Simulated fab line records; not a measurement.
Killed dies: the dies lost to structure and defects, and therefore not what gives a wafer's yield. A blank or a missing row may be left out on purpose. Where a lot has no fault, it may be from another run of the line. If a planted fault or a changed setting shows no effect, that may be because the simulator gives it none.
Problem report, 8D (eight disciplines) form, completed by code | flow n5Finfet | the parts of the form that need people (team, actions taken, sign-off) are left out
Where a reading is given only as a bound, like >300, the bound stands for it, and a mean or a difference that rests on one is marked > or <: the true number lies beyond.

== 1. THE PROBLEM ==
rawDefectCount at N5_HKMG_FIN_INSPECT_14 reads a mean of >300 on 1 wafer of 1 lot; wafers without a fault read 1.9 with a standard deviation of 1.5. So: +99 or more standard deviations from the usual mean.
The step: inspects for defects (macro).
Seen first at day 7 12:54 on defectInspect-02, wafer L480.2. At this step, 15 wafers from 5 lots have a number in the record. By rule, "out" or "out of limits" means more than 4 standard deviations away from the usual mean. The other wafers with a number count as sound.

== 2. WHAT IT IS; WHAT IT IS NOT ==
question                    | is               | is not
which readings at this step | rawDefectCount   | -
which lots                  | L480             | L469, L472, L479, L489
which wafers of those lots  | L480.2           | L480.5, L480.6
read on which gauges        | defectInspect-02 | defectInspect-01
when                        | from day 7 12:54 | up to then (11 sound wafers); but 3 sound wafers of L489 came after

== 3. THE SUSPECTS, EACH WITH WHAT RULES IT OUT ==
Counting: if a tool at a process step up to the reading ran every lot that is out, it stays a suspect. Sound lots after the first of them don't rule it out here, since some wafers of a struck lot are sound.
- ruled out: the gauge at N5_HKMG_FIN_INSPECT_14. All the wafers that are out were read on defectInspect-02, but those of them that N5_PASSIVATION_PROBE_49 has rows for are out there too, on other tools.
- rieDiel-02 at N5_HKMG_FIN_STRIP_93 (strips SOC in N2/H2, time 20 s): kept. It ran the lot that is out, L480 (day 7 09:55); its last sound lot up to then is L472 (day 5 09:25).
- plasmaAsher-02 at N5_HKMG_FIN_STRIP_60 (strips in N2/H2, time 360 s): kept. It ran the lot that is out, L480 (day 7 10:05); its last sound lot up to then is L472 (day 5 09:34).
- thermalCvdSi-01 at N5_HKMG_FIN_CVD_62 (deposits a-Si from Si2H6, target thk 3 nm, time 20.8 s): kept. It ran the lot that is out, L480 (day 7 10:56); its last sound lot up to then is L472 (day 5 10:25).
- aldMetal-01 at N5_HKMG_FIN_ALD_36 (deposits TiN, target thk 1 nm, pulse time 1 s, purge time 3 s): kept. It ran the lot that is out, L480 (day 7 11:41); its last sound lot up to then is L469 (day 4 14:53).
- aldMetal-01 at N5_HKMG_FIN_PWFM_ALD_03 (deposits TiN, target thk 2 nm, pulse time 1 s, purge time 3 s): kept. It ran the lot that is out, L480 (day 7 12:00); its last sound lot up to then is L479 (day 7 07:15).
- Within rieDiel-02 at N5_HKMG_FIN_STRIP_93: the wafers that are out ran in chamber 1; their sound lot-mates ran in chambers 0, 3.
- Within aldMetal-01 at N5_HKMG_FIN_ALD_36: the wafers that are out ran in chamber 2; their sound lot-mates ran in chambers 0, 1.
- Within aldMetal-01 at N5_HKMG_FIN_PWFM_ALD_03: the wafers that are out ran in chamber 0; their sound lot-mates ran in chambers 1, 2.
Left after counting: rieDiel-02 at N5_HKMG_FIN_STRIP_93, plasmaAsher-02 at N5_HKMG_FIN_STRIP_60, thermalCvdSi-01 at N5_HKMG_FIN_CVD_62, aldMetal-01 at N5_HKMG_FIN_ALD_36, aldMetal-01 at N5_HKMG_FIN_PWFM_ALD_03.

== 4. THE CAUSE (what the simulator had put in) ==
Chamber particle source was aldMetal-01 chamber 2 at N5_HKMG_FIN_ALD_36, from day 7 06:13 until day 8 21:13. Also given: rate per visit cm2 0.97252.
After counting, 5 suspects remain, this tool included.

== 5. THE CHAIN OF EFFECTS, in route order ==
Each row: a reading where the mean over the struck wafers with a number is more than 3 standard deviations away from the usual. Only readings for which the record gives a usual standard deviation are gone through. hours: the time from each lot's start at the first step in this table that gives one to its start at this step, as a median over the lots. sigmas: the change in usual standard deviations.
hours | step                    | reading             | usual  | on struck wafers | change | sigmas
0     | N5_HKMG_FIN_INSPECT_14  | rawDefectCount      | 1.9    | >300             | >+298  | +99 or more
212   | N5_PASSIVATION_PROBE_49 | defectLimitedYield  | 91.0 % | 80.3             | -10.7  | -7.6
212   | N5_PASSIVATION_PROBE_49 | killedAtFrontEnd    | 42     | 169              | +127   | +11
212   | N5_PASSIVATION_PROBE_49 | killedDies          | 107    | 233              | +126   | +7.4
212   | N5_PASSIVATION_PROBE_49 | sort_bin_5_function | 5.3 %  | 11.7             | +6.4   | +7.0
212   | N5_PASSIVATION_PROBE_49 | sortNPass           | 1073   | 947              | -126   | -7.4
212   | N5_PASSIVATION_PROBE_49 | sortYieldPct        | 90.9 % | 80.3             | -10.6  | -7.6
The process steps in it:
- N5_PASSIVATION_PROBE_49
Later steps that measure or inspect, where all struck wafers having a row at the step show a number for every such reading and not one has moved that far: N5_BEOL_M4_RC_MEAS_101.

== 6. HOW IT WOULD HAVE BEEN CAUGHT EARLIER ==
The first out-of-limits reading at a measuring or inspecting step in this record came at day 7 12:54, 7 hours after the fault's start at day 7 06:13.
An alarm limit of 4 standard deviations would not have fired on the tool readings at N5_HKMG_FIN_ALD_36 for which the record gives a usual standard deviation, since none of them was out on any struck wafer.
By day 7 12:54, every lot that is out (1) had started N5_HKMG_FIN_ALD_36 on aldMetal-01. A hold on the tool at that time would have spared none of them.
